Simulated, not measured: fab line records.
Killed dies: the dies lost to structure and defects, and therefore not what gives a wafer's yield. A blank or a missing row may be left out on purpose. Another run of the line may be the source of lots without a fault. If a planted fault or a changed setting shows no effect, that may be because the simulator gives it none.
The tool behind it: which one?	flow nandHarc	12 lots, 36 wafers sampled, at 5 steps of a route of 1302

== WHAT THE GAUGES READ, wafer by wafer ==
NHARC_P_M2_OVL_MEAS_10: pitch 340 nm.
lot	measured	on	overlayXNm (nm)	overlayYNm (nm)
L899	day 6 12:25	overlay-02	0.4 -0.1 -0.1	-0.3 0.2 -0.4
L900	day 6 23:24	overlay-02	1.2 0.9 1.0	-1.0 -0.9 -0.6
L901	day 7 01:53	overlay-02	-0.3 -0.9 -0.9	0.0 -0.5 -0.4
L910	day 10 22:06	overlay-02	-0.1 0.0 0.0	-0.8 -0.5 -0.6
L911	day 11 08:07	overlay-01	1.5 1.1 1.2	0.1 0.1 0.8
L912	day 12 12:17	overlay-02	-1.2 -1.1 -1.3	-0.1 0.5 -0.3
L913	day 12 12:49	overlay-02	0.2 -0.1 -0.2	-1.4 -2.1 -1.9
L915	day 13 01:02	overlay-02	-0.6 -0.1 0.1	0.5 0.6 0.2
L919	day 14 10:14	overlay-02	0.3 0.3 0.8	-0.7 -0.4 -0.3
L920	day 15 05:01	overlay-02	0.8 1.1 1.0	0.8 0.4 0.6
L921	day 15 12:33	overlay-01	-0.7 -0.4 -0.9	-0.2 -0.2 0.6
L922	day 15 21:44	overlay-01	-1.1 -1.0 -1.1	0.7 0.4 0.6

NHARC_END_SORT_01.
lot	measured	on	defectLimitedYield (%)	killedAtArray	killedAtOther	killedAtPeriphery	killedDies	killedOpen	killedShort	sort_bin_2_pct (%)	sort_bin_3_pct (%)	sort_bin_4_pct (%)	sortNPass	sortRimYieldPct (%)	sortYieldPct (%)
L910	day 29 04:59	prober-02	90.3 91.7 89.7	60 52 60	0 0 0	6 4 10	66 56 70	3 5 3	5 0 3	3.8 4.1 3.4	0.6 0.4 0.3	5.3 3.7 6.6	611 621 607	92 91 88	90.3 91.7 89.7
L912	day 30 09:56	prober-01	91.7 88.5 90.3	53 68 64	0 1 1	3 9 1	56 78 66	2 4 2	1 2 4	2.5 4.7 3.2	1.2 0.7 0.4	4.6 6.1 6.1	621 599 611	92 94 96	91.7 88.5 90.3
L913	day 30 01:22	prober-01	93.1 96.9 94.8	42 18 33	1 1 1	4 2 1	47 21 35	3 1 3	0 1 0	2.8 1.6 3.0	0.1 0.3 0.4	4.0 1.2 1.8	630 656 642	92 91 89	93.1 96.9 94.8
L922	day 33 05:26	prober-01	89.8 91.1 92.8	56 55 42	2 1 0	11 4 7	69 60 49	5 4 4	2 0 1	3.7 3.8 2.2	1.0 0.6 0.3	5.5 4.4 4.7	608 617 628	86 94 89	89.8 91.1 92.8

== TOOL THAT RAN EACH LOT (tool first, then ch and the chambers of the sampled wafers, then the start) ==
lot	NHARC_P_M1_PRE_CLEAN_32	NHARC_P_M2_DESCUM_14	NHARC_P_M2_PVD_20
L899	pecvd-02 ch 1,2, day 6 10:57	rieDiel-09 ch 2,3, day 6 12:31	pvdSputter-02, day 6 13:43
L900	pecvd-03 ch 0,1,2, day 6 21:59	rieDiel-08 ch 0,1,2, day 6 23:30	pvdSputter-02, day 7 00:38
L901	pecvd-01 ch 0,1,2, day 7 00:36	rieDiel-08 ch 0,1,2, day 7 02:01	pvdSputter-01, day 7 03:10
L910	pecvd-03 ch 0,2, day 10 20:41	rieDiel-08 ch 0,2, day 10 22:12	pvdSputter-03, day 10 23:20
L911	pecvd-01 ch 0,1,2, day 11 06:44	rieDiel-08 ch 0,2,3, day 11 08:14	pvdSputter-03, day 11 09:53
L912	pecvd-03 ch 0,1, day 12 10:59	rieDiel-08 ch 0,2, day 12 12:23	pvdSputter-02, day 12 13:32
L913	pecvd-03 ch 0,1,2, day 12 11:32	rieDiel-02 ch 0,1,3, day 12 12:55	pvdSputter-01, day 12 14:05
L915	pecvd-02 ch 0,1,2, day 12 23:39	rieDiel-02 ch 0,2,3, day 13 01:10	pvdSputter-01, day 13 02:16
L919	pecvd-02 ch 0,1,2, day 14 08:50	rieDiel-02 ch 0,3, day 14 10:21	pvdSputter-03, day 14 11:29
L920	pecvd-01 ch 1,2, day 15 03:27	rieDiel-09 ch 0,2,3, day 15 05:08	pvdSputter-01, day 15 06:17
L921	pecvd-01 ch 0,1,2, day 15 11:10	rieDiel-02 ch 2,3, day 15 12:39	pvdSputter-02, day 15 13:49
L922	pecvd-03 ch 0,1, day 15 20:19	rieDiel-08 ch 0,3, day 15 21:50	pvdSputter-01, day 15 22:58
- NHARC_P_M1_PRE_CLEAN_32: time 12 s.
- NHARC_P_M2_DESCUM_14: chemistry O2, time 3 s.
- NHARC_P_M2_PVD_20: deposits TaN, target thk 5 nm, time 8.06 s.

== AS READ BY THE TOOLS THEMSELVES (means over the sampled wafers that have a number; for cases with no such wafer, the mark the record gives instead) ==
NHARC_P_M1_PRE_CLEAN_32.
lot	tool	heaterPowerW (W)
L899	pecvd-02	699
L900	pecvd-03	625
L901	pecvd-01	643
L910	pecvd-03	600
L911	pecvd-01	679
L912	pecvd-03	621
L913	pecvd-03	659
L915	pecvd-02	695
L919	pecvd-02	699
L920	pecvd-01	649
L921	pecvd-01	662
L922	pecvd-03	626

NHARC_P_M2_DESCUM_14.
lot	tool	drypumpMotorCurrentA (A)	oesProductAu (a.u.)	rfVppV (V)	showerheadPlenumPTorr (Torr)	throttleValvePct (%)
L899	rieDiel-09	6.2	1.013	56.8	1.79	11.300
L900	rieDiel-08	6.2	1.007	58.4	1.99	11.316
L901	rieDiel-08	6.2	0.998	57.1	1.99	11.319
L910	rieDiel-08	5.8	1.006	58.1	2.01	11.316
L911	rieDiel-08	5.9	1.005	58.2	1.97	11.316
L912	rieDiel-08	6.3	1.000	58.1	1.98	11.313
L913	rieDiel-02	5.7	0.997	58.3	1.91	11.311
L915	rieDiel-02	5.4	0.998	56.6	1.88	11.311
L919	rieDiel-02	5.3	1.001	57.8	1.96	11.312
L920	rieDiel-09	6.0	1.007	56.9	1.82	11.308
L921	rieDiel-02	5.4	1.007	57.7	1.86	11.311
L922	rieDiel-08	6.0	0.999	57.4	1.93	11.314

NHARC_P_M2_PVD_20.
lot	tool	substrateTempC (C)	throttleValvePct (%)
L899	pvdSputter-02	49.92	29.1
L900	pvdSputter-02	50.02	29.9
L901	pvdSputter-01	49.95	29.2
L910	pvdSputter-03	49.92	28.5
L911	pvdSputter-03	49.96	28.6
L912	pvdSputter-02	50.07	29.5
L913	pvdSputter-01	49.87	30.0
L915	pvdSputter-01	50.00	30.4
L919	pvdSputter-03	49.99	29.3
L920	pvdSputter-01	50.07	29.5
L921	pvdSputter-02	49.97	29.7
L922	pvdSputter-01	49.87	28.9

== THE ANSWER, worked out from the rows above alone ==
Rule: usual is defined by the lots themselves. Put in order of their means at a reading, lots are off if they are a third of the lots or fewer, leave a main group of 4 or more, and stand apart from it by a gap of 3 or more times the standard deviation of the main group's means; of several such gaps the widest counts. A main group whose means are all the same, to the digits that the tables above print for the reading, isn't used. A lot without any number at a reading at which 4 lots or more have one is off too. Where the step has rows for the other lots, those lots are counted as sound. After the gauges, taken in route order, come the tools' own readings; for these a lot's mean is taken, as printed above. At the first step where some lot is off, the reading lying furthest off is the one used; lots without a number count as furthest.
No lot is off on any of the readings shown, so nothing can be concluded from this.

== WHAT THE SIMULATOR HAD INSERTED ==
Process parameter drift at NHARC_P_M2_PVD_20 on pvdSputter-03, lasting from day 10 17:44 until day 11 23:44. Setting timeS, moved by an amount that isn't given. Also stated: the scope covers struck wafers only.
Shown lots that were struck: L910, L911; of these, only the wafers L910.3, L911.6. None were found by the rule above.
